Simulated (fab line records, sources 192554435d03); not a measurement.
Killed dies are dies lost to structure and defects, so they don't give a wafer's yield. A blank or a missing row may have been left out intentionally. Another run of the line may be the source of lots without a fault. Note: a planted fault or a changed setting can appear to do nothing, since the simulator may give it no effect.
Chamber matching :: flow n5 finfet :: N5_BEOL_M7_ETCH_72 on rie diel-02: 4 sister chambers
The step etches underlayer in N2/H2, target depth 6.5 nm, time 5.2 s. 4 wafers are shown with their chamber, then 9 later ones without.

EACH WAFER AND ITS CHAMBER
wafer: L083.5
chamber: 3
drypump motor current A (A): 5.7

wafer: L093.1
chamber: 2
drypump motor current A (A): 5.9

wafer: L093.2
chamber: 0
drypump motor current A (A): 6.1

wafer: L093.3
chamber: 1
drypump motor current A (A): 6.3

WAFERS WITH NO CHAMBER GIVEN
wafer: L092.1
drypump motor current A (A): 6.3

wafer: L092.2
drypump motor current A (A): 6.0

wafer: L092.3
drypump motor current A (A): 6.1

wafer: L095.1
drypump motor current A (A): 6.1

wafer: L095.2
drypump motor current A (A): 6.0

wafer: L095.3
drypump motor current A (A): 6.3

wafer: L094.2
drypump motor current A (A): 6.1

wafer: L094.4
drypump motor current A (A): 6.3

wafer: L094.5
drypump motor current A (A): 6.3

CHAMBER TAKEN BY EACH
wafer: L092.1
from the rows above: 1
in truth: 1

wafer: L092.2
from the rows above: can't be placed: 0 or 2
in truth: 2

wafer: L092.3
from the rows above: 0
in truth: 0

wafer: L095.1
from the rows above: 0
in truth: 0

wafer: L095.2
from the rows above: can't be placed: 0 or 2
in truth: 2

wafer: L095.3
from the rows above: 1
in truth: 1

wafer: L094.2
from the rows above: 0
in truth: 0

wafer: L094.4
from the rows above: 1
in truth: 1

wafer: L094.5
from the rows above: 1
in truth: 1
Placed correctly: 7 of 9. Cannot be placed on the basis of these rows: 2; the candidates contain the true chamber in 2. Number placed wrongly: 0.
How it was worked out, from the rows above alone: a wafer's distance from a chamber is the root of the sum, over the readings, of the square of ((its reading less the chamber's mean) divided by the reading's scatter). The wafer belongs to the nearest chamber; if the next one is less than 2 further off, it can't be placed. A chamber's mean is the mean of its shown wafers. The scatter: with one shown wafer a chamber, the root of the mean of the squares of how far each hidden wafer lies from its nearest shown one.
